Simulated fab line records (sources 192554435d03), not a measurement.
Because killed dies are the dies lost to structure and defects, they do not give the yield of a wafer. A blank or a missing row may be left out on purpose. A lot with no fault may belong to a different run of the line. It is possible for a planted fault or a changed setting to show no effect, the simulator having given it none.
Comparing a struck lot with a sound one	flow n5Finfet	16 steps out of a route of 1938
Sound: wafers L472.1, L472.3, L472.5. Wafers struck: L479.3, L479.4, L479.6. Last of all comes the cause.
Per side, at each step with rows, come the tool, then ch with its chambers, and then its first start. Under that, the readings that differ: sound wafers	struck wafers	difference of the means	sigmas: that difference in standard deviations of wafers without a fault.
alike: readings whose means differ by less than 2 such deviations, and words and numbers that are the same on both sides. not compared: withheld readings, readings that some wafer has no value for, bounds like >300 that may hide the same value, and numbers for which the record gives no deviation and whose values overlap.
A row with sigmas, a row that says differs or no value, or rows on one side alone: a step with any of these is where the two part. Numbers that have no deviation but don't overlap get no sigmas and don't part them. A reading missing from all wafers of one side parts the sides only when that side holds two or more wafers.

first, 12 steps without rows for these wafers: N5_SDB_STRIP_19 (strips in N2/H2); N5_SDB_STRIP_21 (strips in CF4); N5_SDB_HM_OPEN_20 (chemistry CH3F/O2, target SiNx, stops on poly-Si, target depth 24 nm); N5_SDB_STRIP_22 (strips in N2/H2); N5_SDB_PRECLEAN_23 (cleans in dHF, time 30 s); N5_SDB_DUMMY_REMOVE_24 (chemistry TMAH, target poly-Si, stops on SiO2, target depth 142 nm, time 57 s, rinse time 30 s); N5_SDB_ETCH_25 (etches SiO2 in C4F6/O2, target depth 10 nm, time 3.3 s); N5_SDB_CUT_ETCH_26 (etches Si in HBr/Cl2/O2, target depth 129.6 nm, bt time 20 s, time 51.8 s); N5_SDB_PRECLEAN_38 (cleans in dHF, time 10 s); N5_SDB_PRECLEAN_39 (cleans in O3/DIW, time 45 s); N5_SDB_SRD_28 (time 30 s); N5_SDB_ALD_29 (deposits SiNx, target thk 30 nm, pulse time 1 s, ald cycles 600).
N5_SDB_CMP_30: polishes, stops on poly-Si, t overpolish 1.54 s, target thk 30 nm.
  sound on cmp-04 ch 0,1,3, day 5 14:27; struck on cmp-04 ch 1,3, day 7 06:58
  no value came back on the struck wafers for any of 5 readings (edgeZonePressureFrac, headPressurePsi (psi) and others); on the sound wafers edgeZonePressureFrac reads 1.001 0.998 0.995
reading	sound	struck	difference	sigmas
model.SiNx_of_SDB_HM_DEP_00.thkNm (nm)	0 0 0	21.4 23 23.2	+22.5	
model.a-Si_of_DUMMY_GATE_CVD_03.thkNm (nm)	63.8 65 65.8	70.4 68.4 69.4	+4.5	
N5_SDB_THK_MEAS_31:
  sound: filmMetro-01 at day 5 14:45; struck: filmMetro-02 at day 7 07:13
reading	sound	struck	difference	sigmas
SDB_THK (nm)	63.8 65.1 65.9	70.4 68.4 69.3	+4.4	+4
N5_BEOL_M4_RC_MEAS_101:
  the record has rows for the sound wafers here (prober-01 ch 0, day 11 03:01) and none for the struck ones
-- a jump in the record: the struck wafers' starts before and after are 11 days apart (it breaks off in module BEOL_M4 and resumes in module PASSIVATION, where the first step shown is number 1936 of the route) --
N5_PASSIVATION_PROBE_49:
  record: rows for the struck wafers here (prober-02, day 17 23:14), none for the sound ones

WHERE THEY PART
Last at N5_PASSIVATION_PROBE_49 as far as this record goes, first at N5_SDB_CMP_30.

WHY: what had been put in by the simulator
At N5_SDB_CMP_30, the step was skipped entirely on cmp-04 from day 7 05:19 on. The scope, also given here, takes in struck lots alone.
